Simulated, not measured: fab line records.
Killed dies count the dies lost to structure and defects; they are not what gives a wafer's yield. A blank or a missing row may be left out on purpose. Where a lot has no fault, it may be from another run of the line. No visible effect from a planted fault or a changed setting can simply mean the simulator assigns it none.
fab line records    flow n5-finfet
[record] lots = 12  wafers = 36  last-day = 18
route steps=1938 shown BEOL_M12@1641 PASSIVATION@1936
lots untouched by any fault: they come from a run of this same line in which no faults occurred
start-h: hours from the record's opening day to when the first of the lot's shown wafers began    wait-h: time in hours since the lot's previous step    " as in the row above    L1.1+2: several wafers, shown together as one row    - no value present, or no start provided    * or withheld: withheld    < > ~ a bound
route shown NAME@n: names a module that has steps shown in the file, with the first one's number in the route    usual: mean/standard deviation of fault-free wafers    same: alike in all rows    chamber/n: place in a boat    sites: readings site by site    _std_site: standard deviation of those values    _edge_site: inner sites' mean taken away from outer sites' mean    radius-mm: how far each site lies from the wafer's centre    mask NAME#n: copy n    behind: tool/chamber where the wafer was last shaped    hold: the reason the lot was held/the length of the hold in hours/how it ended    device: the transistor (n, p or np) that didn't switch    end of line: tests of these same wafers at the route's end    step lacking rows: just its recipe    killed: count of dies lost to structure and defects at first sort (not the wafer's yield)    map: shows each die of a wafer: x if killed, . if not, _ if none is there
set.NAME: the setting as run; set.NAME@STEP: as run at that earlier step    model.NAME: the simulator's own value behind a step, which no gauge read
route steps across a sampled set of lots; one table per step, one row per wafer
services: the hour from which a tool's chamber was out of use, counted from the record's first day as start-h (under 0 if before that day), plus the number of hours and why
[[steps]]
[step N5_BEOL_M12_OCD_MEAS_35]
[usual] trench-depth-nm = 318/4.5
lot.wafer  tool    chamber  start-h  wait-h  trench-depth-nm
L175.2     ocd-01  -        242.85   0.0     316
L175.3     "       -        "        "       315
L175.5     "       -        "        "       318
L177.1     ocd-01  -        248.44   0.0     319
L177.3     "       -        "        "       314
L177.5     "       -        "        "       318
L178.2     ocd-01  -        252.85   0.0     313
L178.5     "       -        "        "       319
L178.6     "       -        "        "       319
L179.3     ocd-02  -        263.52   0.0     326
L179.5     "       -        "        "       314
L179.6     "       -        "        "       325
L180.2     ocd-02  -        272.38   0.0     320
L180.5     "       -        "        "       319
L180.6     "       -        "        "       316
L182.1     ocd-02  -        280.94   0.0     320
L182.4     "       -        "        "       317
L182.6     "       -        "        "       314
L181.2     ocd-01  -        286.10   0.0     323
L181.3     "       -        "        "       314
L181.6     "       -        "        "       322
L185.1     ocd-02  -        306.09   0.0     321
L185.5     "       -        "        "       320
L185.6     "       -        "        "       319
L196.2     ocd-02  -        357.41   0.0     319
L196.3     "       -        "        "       324
L196.4     "       -        "        "       323
L195.2     ocd-01  -        369.93   0.0     317
L195.4     "       -        "        "       326
L195.5     "       -        "        "       320
L194.1     ocd-01  -        385.95   0.0     317
L194.4     "       -        "        "       309
L194.5     "       -        "        "       313
L198.1     ocd-01  -        406.45   0.0     319
L198.5     "       -        "        "       317
L198.6     "       -        "        "       308
[step N5_BEOL_M12_DEGAS_41]
[recipe] ambient = vacuum  temp-c = 250  time-s = 60
[usual] heater-power-w = 329/42  susceptor-temp-C = 250.01/0.17
lot.wafer  tool            chamber  start-h  wait-h  heater-power-w  susceptor-temp-C
L175.2     pvd-sputter-03  -        243.54   0.3     281             249.99
L175.3     "               -        "        "       277             249.96
L175.5     "               -        "        "       293             250.02
L177.1     pvd-sputter-02  -        249.08   0.3     411             250.23
L177.3     "               -        "        "       329             250.13
L177.5     "               -        "        "       335             249.90
L178.2     pvd-sputter-02  -        257.83   0.1     431             250.02
L178.5     "               -        "        "       420             250.05
L178.6     "               -        "        "       363             249.89
L179.3     pvd-sputter-02  -        266.51   0.4     348             249.96
L179.5     "               -        "        "       306             250.14
L179.6     "               -        "        "       357             250.13
L180.2     pvd-sputter-01  -        273.36   0.4     287             249.98
L180.5     "               -        "        "       283             249.69
L180.6     "               -        "        "       353             249.96
L182.1     pvd-sputter-03  -        285.10   2.6     288             250.20
L182.4     "               -        "        "       324             249.95
L182.6     "               -        "        "       276             249.90
L181.2     pvd-sputter-01  -        287.23   0.3     356             249.92
L181.3     "               -        "        "       291             250.05
L181.6     "               -        "        "       340             249.98
L185.1     pvd-sputter-02  -        307.23   0.2     357             250.07
L185.5     "               -        "        "       417             250.17
L185.6     "               -        "        "       357             250.11
L196.2     pvd-sputter-02  -        362.81   0.3     297             250.03
L196.3     "               -        "        "       334             250.05
L196.4     "               -        "        "       415             250.33
L195.2     pvd-sputter-01  -        371.06   0.3     351             250.28
L195.4     "               -        "        "       291             250.16
L195.5     "               -        "        "       286             250.05
L194.1     pvd-sputter-01  -        387.08   0.4     281             250.06
L194.4     "               -        "        "       356             250.05
L194.5     "               -        "        "       297             250.12
L198.1     pvd-sputter-03  -        407.00   0.2     316             250.02
L198.5     "               -        "        "       307             249.74
L198.6     "               -        "        "       286             250.06
[step N5_BEOL_M12_CMP_49]
[recipe] stop-on = SiOC  t-overpolish-s = 20.6  down-force-psi = 1  platen-rpm = 50  clearing-platen-down-force-psi = 1.5  clearing-platen-rpm = 50  post-cmp-clean = cu-alkaline  target-thk-nm = 320  clearing-platen-pad-velocity-m-s = 0.99484  pad-velocity-m-s = 0.99484
[usual] barrier-field-endpoint-s = 30.3/0.81  clearing-platen-rpm = 50.001/0.026  edge-zone-pressure-frac = 0.999/0.0048  head-pressure-psi = 1.0000/0.0021  motor-current-A = 5.8/0.49  overpolish-run-s = 20.600/0.0098
lot.wafer  tool    chamber  start-h  wait-h  barrier-field-endpoint-s  clearing-platen-rpm  edge-zone-pressure-frac  head-pressure-psi  motor-current-A  overpolish-run-s
L175.3     cmp-04  2        244.54   0.2     29.9                      49.981               0.996                    1.0003             5.9              20.603
L175.2     "       1        "        "       30.6                      50.004               0.996                    0.9973             4.9              20.605
L175.5     "       2        "        "       30.4                      50.014               0.993                    0.9996             5.8              20.610
L177.3     cmp-02  1        250.35   0.2     30.6                      50.010               1.001                    1.0005             5.9              20.607
L177.1     "       3        "        "       30.3                      50.007               0.998                    1.0008             5.3              20.589
L177.5     "       1        "        "       31.3                      50.043               1.004                    1.0022             6.1              20.594
L178.2     cmp-02  0        258.68   0.3     30.3                      50.028               1.001                    0.9998             5.5              20.602
L178.5     "       3        "        "       30.5                      50.012               1.008                    1.0001             5.6              20.589
L178.6     "       0        "        "       30.5                      50.028               1.000                    1.0006             5.6              20.597
L179.3     cmp-01  3        267.35   0.2     31.6                      49.979               0.990                    0.9999             6.2              20.604
L179.5     "       3        "        "       32.5                      49.982               1.000                    1.0000             6.8              20.612
L179.6     "       0        "        "       30.9                      49.994               1.001                    1.0018             6.3              20.599
L180.2     cmp-02  2        274.52   0.3     29.3                      50.063               1.000                    1.0012             6.5              20.604
L180.5     "       3        "        "       29.5                      49.971               0.994                    0.9964             5.8              20.603
L180.6     "       0        "        "       30.1                      49.998               0.989                    0.9978             5.2              20.620
L182.1     cmp-02  2        285.93   0.3     29.5                      50.026               0.998                    0.9979             6.4              20.613
L182.4     "       3        "        "       29.4                      50.047               0.994                    0.9981             5.6              20.596
L182.6     "       2        "        "       29.2                      49.984               1.006                    0.9997             6.2              20.609
L181.3     cmp-02  2        289.68   0.2     28.3                      49.980               1.000                    1.0529             6.5              20.603
L181.2     "       0        "        "       27.7                      50.053               0.994                    1.0493             5.7              20.590
L181.6     "       2        "        "       27.9                      50.016               1.002                    1.0517             6.0              20.598
L185.1     cmp-02  1        308.10   0.3     29.0                      49.947               1.001                    1.0496             6.0              20.604
L185.5     "       3        "        "       28.4                      49.977               1.003                    1.0468             5.8              20.605
L185.6     "       0        "        "       28.5                      49.936               0.999                    1.0531             5.6              20.618
L196.2     cmp-01  2        363.64   0.2     30.1                      49.994               0.999                    1.0057             6.1              20.597
L196.4     "       3        "        "       31.6                      49.964               0.998                    0.9984             6.4              20.607
L196.3     "       0        "        "       31.5                      50.007               0.996                    1.0041             6.0              20.606
L195.4     cmp-02  1        372.09   0.1     29.2                      50.010               1.001                    0.9993             6.0              20.578
L195.2     "       3        "        "       29.4                      50.011               0.997                    1.0015             5.5              20.601
L195.5     "       2        "        "       29.3                      50.000               1.001                    1.0011             6.2              20.600
L194.4     cmp-01  0        387.92   0.2     30.2                      50.041               0.999                    1.0009             6.3              20.611
L194.1     "       2        "        "       29.5                      49.954               0.997                    0.9990             5.8              20.579
L194.5     "       3        "        "       31.2                      49.964               1.001                    0.9978             6.5              20.588
L198.1     cmp-01  1        408.11   0.3     29.8                      49.965               0.998                    1.0044             5.2              20.581
L198.6     "       0        "        "       30.4                      49.981               0.994                    0.9979             6.1              20.601
L198.5     "       1        "        "       30.4                      50.036               0.993                    0.9990             5.3              20.595
[step N5_PASSIVATION_PROBE_49]
[usual] defect-limited-yield = 91.4/1.3  killed_at_M0_to_M3 = 34/10  killed_at_M4_up = 14/5.6  killed-at-contacts = 13/5.9  killed-at-front-end = 37/9.9  killed-at-other = 3.5/2.8  killed-dies = 101/15  killed-open = 67/12  killed-short = 32/6.6  sort_bin_5_function = 5.0/0.81  sort_bin_6_memory = 3.2/0.66  sort_bin_8_speed = 0.00/0.007  sort-n-pass = 1079/15  sort-yield-pct = 91.4/1.3
[same] gross-dies = 1180  killed-at-back-side = 0  sort_bin_4_leakage[%] = 0
lot.wafer  tool       chamber  start-h  wait-h  defect-limited-yield[%]  killed_at_M0_to_M3  killed_at_M4_up  killed-at-contacts  killed-at-front-end  killed-at-other  killed-dies  killed-open  killed-short  sort_bin_5_function[%]  sort_bin_6_memory[%]  sort_bin_8_speed[%]  sort-n-pass  sort-yield-pct[%]
L182.1     prober-01  -        316.64   0.0     90.6                     29                  14               12                  51                   5                111          72           36            5.9                     3.1                   0                    1069         90.6
L182.4     prober-01  -        316.79   0.2     88.6                     34                  23               22                  50                   5                134          86           47            6.7                     4.0                   0                    1046         88.6
L182.6     prober-01  -        316.89   0.3     90.9                     40                  11               9                   41                   6                107          71           35            5.2                     3.2                   0                    1073         90.9
L181.2     prober-02  -        323.84   0.1     92.3                     31                  8                19                  24                   9                91           59           31            4.6                     2.8                   0                    1089         92.3
L181.3     prober-02  -        323.89   0.1     91.9                     29                  17               16                  31                   2                95           68           27            4.7                     3.3                   0                    1085         91.9
L181.6     prober-02  -        324.04   0.3     92.1                     23                  9                11                  42                   8                93           51           42            4.7                     2.6                   0                    1087         92.1
L185.1     prober-02  -        337.09   0.0     91.9                     45                  8                10                  29                   4                96           68           28            4.9                     3.1                   0                    1084         91.9
L185.5     prober-02  -        337.29   0.2     90.5                     43                  18               4                   46                   1                112          78           34            5.3                     4.0                   0                    1068         90.5
L185.6     prober-02  -        337.34   0.3     89.1                     57                  11               11                  45                   5                129          86           43            6.4                     4.2                   0                    1051         89.1
// killed by level:class
L182.1 STI_FIN_REVEAL:geometric-particle:open=14 MOL_CONTACT_COAG:geometric-particle:open=11 FIN_SAQP:geometric-particle:short=8 BEOL_M1:geometric-particle:open=8 BEOL_M4:geometric-particle:open=7 STI_FIN_REVEAL:geometric-particle:short=6 FIN_SAQP:geometric-particle:open=5 GATE_CUT:geometric-particle:short=4
L182.4 FIN_SAQP:geometric-particle:short=19 MOL_CONTACT_COAG:geometric-particle:open=17 FIN_SAQP:geometric-particle:open=12 BEOL_M1:geometric-particle:open=11 BEOL_M4:geometric-particle:open=10 BEOL_M0_SAQP:geometric-particle:open=10 STI_FIN_REVEAL:geometric-particle:open=5 MOL_CONTACT_COAG:geometric-particle:short=5
L182.6 DUMMY_GATE:geometric-particle:open=10 MOL_CONTACT_COAG:geometric-particle:open=9 BEOL_M1:geometric-particle:open=8 STI_FIN_REVEAL:geometric-particle:open=7 BEOL_M0:geometric-particle:open=7 GATE_CUT:geometric-particle:short=5 BEOL_M4:geometric-particle:open=5 BEOL_M0:geometric-particle:short=5
L181.2 MOL_CONTACT_COAG:geometric-particle:open=16 BEOL_M0_SAQP:geometric-particle:open=12 BEOL_M0_SAQP:geometric-particle:short=8 FIN_SAQP:geometric-particle:short=6 FIN_SAQP:geometric-particle:open=4 BEOL_M4:geometric-particle:open=4 STI_FIN_REVEAL:geometric-particle:short=3 BEOL_M2:geometric-particle:open=3
L181.3 MOL_CONTACT_COAG:geometric-particle:open=16 BEOL_M0_SAQP:geometric-particle:short=9 BEOL_M0_SAQP:geometric-particle:open=8 BEOL_M4:geometric-particle:open=8 GATE_CUT:geometric-particle:short=7 BEOL_M2:geometric-particle:open=7 STI_FIN_REVEAL:geometric-particle:open=6 FIN_SAQP:geometric-particle:open=4
L181.6 FIN_SAQP:geometric-particle:open=12 MOL_CONTACT_COAG:geometric-particle:open=10 FIN_SAQP:geometric-particle:short=7 BEOL_M0_SAQP:geometric-particle:short=6 STI_FIN_REVEAL:geometric-particle:open=5 BEOL_M2:geometric-particle:short=4 BEOL_M2:geometric-particle:open=4 STI_FIN_REVEAL:geometric-particle:short=3
L185.1 BEOL_M0_SAQP:geometric-particle:open=9 MOL_CONTACT_COAG:geometric-particle:open=8 BEOL_M2:geometric-particle:open=8 STI_FIN_REVEAL:geometric-particle:open=7 BEOL_M0_SAQP:geometric-particle:short=7 BEOL_M3:geometric-particle:open=7 BEOL_M1:geometric-particle:open=6 FIN_SAQP:geometric-particle:short=4
L185.5 BEOL_M2:geometric-particle:open=15 STI_FIN_REVEAL:geometric-particle:open=11 BEOL_M0_SAQP:geometric-particle:short=7 BEOL_M5:geometric-particle:open=6 FIN_SAQP:geometric-particle:open=6 BEOL_M4:geometric-particle:open=6 BEOL_M1:geometric-particle:open=5 BEOL_M3:geometric-particle:open=5
L185.6 BEOL_M0_SAQP:geometric-particle:short=14 BEOL_M0_SAQP:geometric-particle:open=13 BEOL_M1:geometric-particle:open=11 DUMMY_GATE:geometric-particle:open=9 MOL_CONTACT_COAG:geometric-particle:open=9 FIN_SAQP:geometric-particle:short=7 STI_FIN_REVEAL:geometric-particle:open=7 BEOL_M2:geometric-particle:open=7
[[services]]
tool    chamber  start-h  hours  kind
cmp-02  -        231.37   0.9    repair
cmp-04  -        235.74   4.0    pm
cmp-04  -        239.74   -      consumable-replace:conditioner
cmp-04  -        239.74   -      consumable-replace:pad
cmp-01  -        291.99   1.7    repair
cmp-02  -        337.85   1.1    repair
cmp-01  -        340.13   7.8    pm
cmp-02  -        344.61   0.6    repair
cmp-04  -        346.63   0.8    repair
cmp-01  -        372.76   4.5    pm
cmp-01  -        377.37   10.4   pm
[[key]]
[first-sign] step = N5_BEOL_M12_CMP_49  reading = head-pressure-psi  direction = up  sigmas = 24  usual = 1.0000  struck = 1.0506
[effect] step = N5_BEOL_M12_CMP_49  reading = barrier-field-endpoint-s  direction = down  sigmas = 2.4  usual = 30.3  struck = 28.3
met-at N5_BEOL_M12_CMP_49
struck-lots L181,L185
not-acting-at N5_BEOL_M12_OCD_MEAS_35,N5_BEOL_M12_DEGAS_41
onset-between 285.93 289.68
[fault] kind = process-parameter-drift  tool = cmp-02  chamber = -  onset-h = 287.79  steps = N5_BEOL_M12_CMP_49  channel = down-force-psi  offset = 0.050285  shape = step  end-h = 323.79  acts-in = these-recipes-only  stated = 1
